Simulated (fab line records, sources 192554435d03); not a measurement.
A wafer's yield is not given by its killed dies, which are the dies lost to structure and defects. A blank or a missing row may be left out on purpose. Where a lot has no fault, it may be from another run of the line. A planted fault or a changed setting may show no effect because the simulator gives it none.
Comparing a struck lot with a sound one    flow n5Finfet    40 steps out of a route of 1938
Sound: the wafers L415.2, L415.5, L415.6. The struck wafers were L408.2, L408.3, L408.5. The cause is given at the end.
At each step with rows: each side's tool, then ch and its chambers, then its first start. Under that, the readings that differ: sound wafers    struck wafers    difference of the means    sigmas: that difference in standard deviations of wafers without a fault.
alike: words and numbers the same on both sides, and readings whose means are apart by under 2 such deviations; not compared: readings that were withheld, readings missing a value for some wafer, numbers with overlapping values and no deviation given by the record, and bounds like >300 which may hide the same value.
A row with sigmas, a row that says differs or no value, or rows on one side alone: a step with any of these is where the two part. Numbers that have no deviation but don't overlap get no sigmas and don't part them. Lack of a reading on every wafer of one side parts them only where that side has two or more wafers.

first, 12 steps without rows for these wafers: N5_BEOL_M3_ANNEAL_87 (time 240 s); N5_BEOL_M3_SPUTTER_88 (material Cu, target thk 4.5 nm, time 8.29 s); N5_BEOL_M3_ANNEAL_89 (time 240 s); N5_BEOL_M3_SPUTTER_90 (material Cu, target thk 4.5 nm, time 8.29 s); N5_BEOL_M3_ANNEAL_91 (time 240 s); N5_BEOL_M3_SPUTTER_92 (material Cu, target thk 4.5 nm, time 8.29 s); N5_BEOL_M3_ANNEAL_93 (time 240 s); N5_BEOL_M3_SPUTTER_94 (material Cu, target thk 4.5 nm, time 8.29 s); N5_BEOL_M3_ANNEAL_95 (time 240 s); N5_BEOL_M3_SPUTTER_96 (material Cu, target thk 4.5 nm, time 8.29 s); N5_BEOL_M3_ECD_50 (material Cu, target thk 300 nm); N5_BEOL_M3_ANNEAL_51 (time 90 s).
N5_BEOL_M3_CMP_52: polishes, stops on SiOC, t overpolish 6.8 s, target thk 40 nm.
  sound on cmp-02 ch 2,3, day 10 09:45; struck on cmp-03 ch 0,1,3, day 9 00:08
reading              sound     struck    difference  sigmas
timeToEndpointS (s)  59 54 57  62 66 63  +7          +2
  alike: barrierFieldEndpointS, motorCurrentA, overpolishRunS, retainingRingPressureFrac, slurryFilterDpKPa
then, 4 steps without rows for these wafers: N5_BEOL_M3_PRE_CLEAN_60 (time 15 s); N5_BEOL_M3_CO_CAP_55 (material Co, precursor CCTBA/H2, target thk 2 nm, time 102.1 s); N5_BEOL_M3_PRE_CLEAN_56 (time 15 s); N5_BEOL_M3_DEP_57 (deposits SiCN from 3MS/NH3, target thk 8 nm, time 14 s).
N5_BEOL_M3_INSPECT_59: inspects for defects (darkfield).
  sound on defectInspect-02 at day 10 10:18; struck on defectInspect-01 at day 9 00:58
reading         sound      struck       difference  sigmas
rawDefectCount  97 103 66  361 347 321  +254        +12
then, 12 steps without rows for these wafers: N5_BEOL_M4_ILD_DEP_00 (deposits SiOC from DEMS/O2, target thk 79 nm, time 15.3 s); N5_BEOL_M4_PECVD_72 (deposits SiO2 from TEOS/O2, target thk 16 nm, time 18 s); N5_BEOL_M4_HM_DEP_02 (deposits TiN, target thk 20 nm); N5_BEOL_M4_COAT_61 (time 60 s, resist thk 60 nm); N5_BEOL_M4_COAT_62 (time 60 s, resist thk 12 nm); N5_BEOL_M4_COAT_73 (time 60 s, resist thk 5 nm); N5_BEOL_M4_COAT_05 (resist thk 30 nm); N5_BEOL_M4_EBR_07; N5_BEOL_M4_SOFTBAKE_06 (time 60 s); N5_BEOL_M4_EXPOSE_08 (exposes mask M4); N5_BEOL_M4_PEB_09 (peb time 60 s); N5_BEOL_M4_DEVELOP_10 (develop time 30 s).
N5_BEOL_M4_INSPECT_13: inspects for defects (brightfield).
  sound on defectInspect-01 at day 10 12:44; struck on defectInspect-02 at day 9 02:29
reading         sound        struck       difference  sigmas
rawDefectCount  447 426 378  755 732 980  +405        +5
then, 6 steps without rows for these wafers: N5_BEOL_M4_DESCUM_16 (chemistry O2, time 7 s); N5_BEOL_M4_ETCH_74 (etches underlayer in N2/H2, target depth 6.5 nm, time 5.2 s); N5_BEOL_M4_ETCH_63 (etches SiARC in CF4, target depth 15.6 nm, time 26 s); N5_BEOL_M4_ETCH_64 (etches SOC in N2/H2, target depth 75 nm, overetch 22.5 nm, time 121.9 s); N5_BEOL_M4_STRIP_65 (strips in N2/H2); N5_BEOL_M4_STRIP_75 (strips in N2/H2).
N5_BEOL_M4_INSPECT_30: inspects for defects (brightfield).
  sound on defectInspect-02 at day 10 13:38; struck on defectInspect-01 at day 9 03:41
reading         sound        struck       difference  sigmas
rawDefectCount  485 456 406  695 709 974  +344        +4
N5_BEOL_M4_RC_MEAS_101:
  sound on prober-02 ch 0, day 10 22:13; struck on prober-02 ch 0, day 9 12:48
  alike: DIBL_N, DIBL_P, IOFF_N, IOFF_P, ION_N, ION_P, SS_N, SS_P, VT_N, VT_P
-- record jumps: 4 days separate the struck wafers' starts on either side; left off in module BEOL_M4, taken up again in module PASSIVATION, whose first shown step is the route's number 1936 --
N5_PASSIVATION_PROBE_49:
  sound on prober-02 at day 15 11:23; struck on prober-02 at day 13 22:30
reading                  sound           struck          difference  sigmas
defectLimitedYield (%)   92.2 92.3 91.3  71.3 72.7 75.4  -18.8       -14
killed_at_M0_to_M3       20 30 29        288 278 239     +242        +25
killedDies               92 91 103       339 322 290     +222        +15
killedOnRim              12 15 17        50 47 40        +31         +7
sort_bin_5_function (%)  4.2 3.5 5.3     17.4 16.0 15.8  +12.1       +13
sort_bin_6_memory (%)    3.1 3.6 3.2     9.4 9.5 7.5     +5.5        +8
sortNPass                1088 1089 1077  841 858 890     -222        -15
sortYieldPct (%)         92.2 92.3 91.3  71.3 72.7 75.4  -18.8       -14
  alike: killed_at_M4_up, killedAtContacts, killedAtFrontEnd, killedAtOther, killedOpen, killedShort

== WHERE THEY PART ==
Earliest at N5_BEOL_M3_CMP_52; latest, in this record, at N5_PASSIVATION_PROBE_49.

WHY: the cause the simulator had injected
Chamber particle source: cmp-03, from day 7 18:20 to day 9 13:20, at N5_BEOL_M3_CMP_52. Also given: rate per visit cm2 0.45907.
